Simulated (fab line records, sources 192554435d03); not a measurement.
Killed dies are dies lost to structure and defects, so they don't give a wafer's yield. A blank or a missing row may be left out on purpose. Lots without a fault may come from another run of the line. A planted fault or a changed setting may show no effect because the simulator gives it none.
fab line records | flow n5_finfet | part 2 of 2: steps 27 to 31 of 31
record lots=5 wafers=15 last_day=17
route steps=1938 shown BEOL_M15@1781
lots that met no fault: from a run of the same line without faults
start_h: hours from the record's first day to the start of the lot's first wafer shown | wait_h: hours since the lot's step before | " the same as in the row above | L1.1+2: a row that stands for several wafers | - no value, or no start given | * or withheld: withheld | < > ~ a bound
route shown NAME@n: a module of which the file shows steps, and the number in the route of the first | usual: mean/standard deviation of fault-free wafers | same: alike in all rows | chamber/n: place in a boat | sites: the reading at each site | _std_site: their standard deviation | _edge_site: outer sites' mean less inner sites' | radius_mm: how far each site lies from the wafer's centre | mask NAME#n: copy n | behind: the tool/chamber that last shaped the wafer | hold: why the lot was held/for how many hours/how that ended | device: the transistor (n, p or np) that didn't switch | end of line: the same wafers' tests at the end of the route | a step without rows: its recipe alone | killed: dies lost to structure and defects at the first sort, not the wafer's yield | map: a wafer's dies, x killed, . not, _ none there
set.NAME: the setting as run; set.NAME@STEP: as run at that earlier step | model.NAME: the simulator's own value behind a step, which no gauge read
lots at some steps of the route; a table a step, a row a wafer
services: from which hour (start_h, from the record's first day; less than 0 if before it) a tool's chamber was out of use, for how many hours, and why
## steps
# step N5_BEOL_M15_DESCUM_33
# recipe chemistry=O2 time_s=7.9 source_power_w=50 bias_power_w=20 pressure_mtorr=20 rf_frequency_hz=2.712e+07 temp_c=40 o2_flow_sccm=225
# usual drypump_motor_current_A=5.5/0.43 oes_product_au=0.83/0.06 rf_vpp_V=243.6/1.4 showerhead_plenum_p_Torr=2.12/0.08 throttle_valve_pct=20.40/0.19
# columns lot.wafer tool chamber start_h wait_h drypump_motor_current_A oes_product_au rf_hours_counter_h rf_vpp_V showerhead_plenum_p_Torr throttle_valve_pct
L078.1 rie_diel-04 3 261.61 0.0 6.5 0.70 226 240.3 1.99 20.56
L078.2 " 0 " " 5.8 0.98 1 244.8 2.13 20.19
L078.4 " 3 " " 6.5 0.70 - 241.5 1.99 20.54
L082.2 rie_diel-01 2 310.39 0.5 5.5 0.89 32 243.1 2.05 20.25
L082.3 " 3 " " 5.4 0.83 91 242.3 2.11 20.44
L082.6 " 0 " " 5.1 0.82 - 245.7 2.21 20.55
L085.2 rie_diel-01 1 314.71 1.0 6.0 0.82 74 244.3 2.22 20.03
L085.3 " 2 " " 5.5 0.88 35 242.2 2.05 20.23
L085.4 " 0 " " 5.1 0.82 94 246.2 2.21 20.55
L088.1 rie_diel-04 2 344.06 0.0 5.8 0.90 23 244.8 2.14 20.36
L088.4 " 1 " " 5.7 0.79 - 241.2 2.02 20.22
L088.6 " 0 " " 5.8 0.87 - 242.9 2.12 20.23
L097.4 rie_diel-01 0 386.03 0.0 5.0 0.79 116 244.3 2.20 20.57
L097.5 " 2 " " 5.5 0.86 - 242.0 2.04 20.28
L097.6 " 3 " " 5.4 0.80 - 242.8 2.10 20.47
# step N5_BEOL_M15_ETCH_61
# recipe chemistry=N2/H2 target=BARC target_depth_a=890 overetch_a=267 time_s=67.9 ion_energy_ev=200 pressure_mtorr=30 source_w=840 bias_w=150 n2_flow_sccm=200 h2_flow_sccm=200
# usual drypump_motor_current_A=5.5/0.43 oes_product_au=0.71/0.05 rf_vpp_V=524.7/2.7 showerhead_plenum_p_Torr=2.57/0.095 throttle_valve_pct=17.82/0.19
# columns lot.wafer tool chamber start_h wait_h drypump_motor_current_A oes_product_au rf_hours_counter_h rf_vpp_V showerhead_plenum_p_Torr throttle_valve_pct
L078.1 rie_diel-04 3 261.65 0.0 6.5 0.60 226 521.5 2.40 17.96
L078.2 " 0 " " 5.8 0.83 1 525.1 2.60 17.63
L078.4 " 3 " " 6.4 0.60 - 521.4 2.41 17.97
L082.2 rie_diel-01 2 310.43 0.0 5.6 0.76 32 521.1 2.49 17.75
L082.3 " 3 " " 5.4 0.69 91 525.9 2.57 17.85
L082.6 " 0 " " 5.1 0.69 - 526.8 2.68 18.01
L085.2 rie_diel-01 1 314.75 0.0 5.9 0.69 74 527.0 2.68 17.43
L085.3 " 2 " " 5.5 0.76 35 521.0 2.49 17.75
L085.4 " 0 " " 5.1 0.70 94 529.0 2.68 18.02
L088.1 rie_diel-04 2 344.10 0.0 5.8 0.78 23 526.4 2.59 17.69
L088.4 " 1 " " 5.7 0.66 - 523.0 2.45 17.69
L088.6 " 0 " " 5.8 0.75 - 524.6 2.59 17.68
L097.4 rie_diel-01 0 386.07 0.0 5.1 0.67 116 527.3 2.67 18.05
L097.5 " 2 " " 5.5 0.72 - 521.8 2.48 17.77
L097.6 " 3 " " 5.4 0.66 - 524.2 2.56 17.88
# step N5_BEOL_M15_TRENCH_ETCH_34
# recipe chemistry=C4F8/O2/Ar target=SiO2 target_depth_a=8729.3 he_inner_torr=15 he_outer_torr=30 time_s=199 ion_energy_ev=800 pressure_mtorr=20 source_w=1905 bias_w=2040 Ar_flow_sccm=400 C4F8_flow_sccm=16 O2_flow_sccm=12
# usual drypump_motor_current_A=5.5/0.43 oes_product_au=0.83/0.062 rf_vpp_V=2229/17 showerhead_plenum_p_Torr=3.48/0.12 throttle_valve_pct=30.91/0.2
# columns lot.wafer tool chamber start_h wait_h drypump_motor_current_A oes_product_au rf_hours_counter_h rf_vpp_V showerhead_plenum_p_Torr throttle_valve_pct
L078.1 rie_diel-04 3 261.70 0.0 6.5 0.70 226 2204 3.28 30.99
L078.2 " 0 " " 5.8 0.97 1 2267 3.52 30.87
L078.4 " 3 " " 6.5 0.70 - 2204 3.28 30.99
L082.2 rie_diel-01 2 310.48 0.0 5.5 0.89 32 2218 3.38 30.85
L082.3 " 3 " " 5.4 0.83 91 2249 3.47 30.93
L082.6 " 0 " " 5.1 0.80 - 2232 3.61 31.04
L085.2 rie_diel-01 1 314.80 0.0 6.0 0.81 74 2250 3.61 30.37
L085.3 " 2 " " 5.5 0.89 35 2217 3.38 30.89
L085.4 " 0 " " 5.0 0.81 94 2231 3.61 31.06
L088.1 rie_diel-04 2 344.15 0.0 5.8 0.90 23 2216 3.51 30.84
L088.4 " 1 " " 5.7 0.77 - 2234 3.31 30.57
L088.6 " 0 " " 5.8 0.88 - 2265 3.51 30.89
L097.4 rie_diel-01 0 386.12 0.0 5.1 0.79 116 2228 3.59 31.07
L097.5 " 2 " " 5.5 0.85 - 2216 3.37 30.90
L097.6 " 3 " " 5.4 0.81 - 2248 3.45 30.96
# step N5_BEOL_M15_STRIP_36
# recipe chemistry=O2 power_w=600 temp_c=60 pressure_mtorr=30 rf_frequency_hz=6e+07 bias_power_w=0 overash_fraction=0.3 o2_flow_sccm=225
# usual drypump_motor_current_A=5.5/0.43 oes_product_au=0.82/0.06 rf_vpp_V=3.8/0.9 showerhead_plenum_p_Torr=2.13/0.078 throttle_valve_pct=16.65/0.22
# columns lot.wafer tool chamber start_h wait_h drypump_motor_current_A oes_product_au rf_hours_counter_h rf_vpp_V showerhead_plenum_p_Torr throttle_valve_pct
L078.1 rie_diel-03 0 261.92 0.0 5.2 0.95 7 3.7 2.24 16.52
L078.2 " 1 " " 5.9 0.84 70 3.0 2.13 16.65
L078.4 " 2 " " 5.4 0.80 111 4.5 2.20 16.99
L082.2 rie_diel-04 3 311.67 1.0 6.5 0.68 245 2.8 1.98 16.85
L082.3 " 1 " " 5.7 0.79 112 4.6 2.03 16.44
L082.6 " 3 " " 6.5 0.68 - 3.2 1.98 16.87
L085.2 rie_diel-03 1 315.47 0.5 5.9 0.83 84 2.6 2.12 16.60
L085.3 " 3 " " 4.7 0.82 91 4.3 2.02 16.90
L085.4 " 2 " " 5.4 0.78 126 4.1 2.20 17.03
L088.1 rie_diel-04 1 347.35 3.0 5.7 0.79 124 4.3 2.03 16.45
L088.4 " 1 " " 5.7 0.78 - 4.5 2.02 16.45
L088.6 " 0 " " 5.8 0.85 - 4.2 2.12 16.45
L097.4 rie_diel-01 0 388.24 1.9 5.1 0.79 116 2.1 2.21 16.76
L097.5 " 1 " " 6.0 0.79 - 3.0 2.21 16.34
L097.6 " 0 " " 5.0 0.81 - 3.8 2.21 16.77
# step N5_BEOL_M15_STRIP_62
# recipe chemistry=O2 power_w=600 temp_c=60 pressure_mtorr=30 rf_frequency_hz=6e+07 bias_power_w=0 overash_fraction=0.3 o2_flow_sccm=225
# usual drypump_motor_current_A=5.5/0.43 oes_product_au=0.82/0.06 rf_vpp_V=3.7/0.48 showerhead_plenum_p_Torr=2.13/0.078 throttle_valve_pct=16.65/0.21
# columns lot.wafer tool chamber start_h wait_h drypump_motor_current_A oes_product_au rf_hours_counter_h rf_vpp_V showerhead_plenum_p_Torr throttle_valve_pct
L078.1 rie_diel-03 0 - - 5.2 0.93 7 4.3 2.24 16.54
L078.2 " 1 " " 5.9 0.83 70 3.3 2.13 16.59
L078.4 " 2 " " 5.4 0.79 111 3.3 2.20 16.99
L082.2 rie_diel-04 3 - - 6.5 0.69 245 4.1 1.98 16.87
L082.3 " 1 " " 5.7 0.80 112 3.6 2.03 16.44
L082.6 " 3 " " 6.5 0.69 - 3.8 1.98 16.86
L085.2 rie_diel-03 1 - - 6.0 0.83 84 3.3 2.12 16.64
L085.3 " 3 " " 4.8 0.81 91 4.2 2.03 16.86
L085.4 " 2 " " 5.4 0.78 126 4.0 2.20 17.01
L088.1 rie_diel-04 1 - - 5.7 0.78 124 4.0 2.02 16.46
L088.4 " 1 " " 5.7 0.78 - 3.8 2.02 16.46
L088.6 " 0 " " 5.7 0.87 - 4.5 2.12 16.46
L097.4 rie_diel-01 0 - - 5.1 0.79 116 4.2 2.21 16.78
L097.5 " 1 " " 5.9 0.78 - 3.0 2.21 16.35
L097.6 " 0 " " 5.1 0.79 - 4.2 2.21 16.78
## services
# columns tool chamber start_h hours kind
rie_diel-04 0 242.16 - clean
rie_diel-04 0 242.16 - consumable_replace:focus_ring
rie_diel-04 0 242.16 16.1 scheduled_down
rie_diel-04 0 242.16 16.1 vent_cycle
rie_diel-04 1 246.44 6.6 repair
rie_diel-04 2 248.61 3.7 repair
rie_diel-04 2 258.24 - clean
rie_diel-04 2 258.24 - consumable_replace:focus_ring
krf_scanner-02 - 266.78 1.3 pm
rie_diel-01 0 269.66 2.1 repair
rie_diel-01 0 275.75 4.7 repair
rie_diel-03 3 282.13 10.9 repair
krf_scanner-02 - 298.50 0.6 repair
rie_diel-03 - 298.97 15.6 pm
rie_diel-01 2 321.53 13.2 repair
rie_diel-04 1 326.25 8.7 repair
krf_scanner-02 - 326.33 0.8 pm
rie_diel-04 3 329.91 4.1 repair
krf_scanner-02 - 331.30 2.4 repair
krf_scanner-02 - 346.62 1.0 pm
rie_diel-04 2 347.19 1.6 repair
krf_scanner-02 - 348.68 4.0 pm
rie_diel-03 - 367.22 0.3 repair
rie_diel-04 2 381.90 8.8 repair
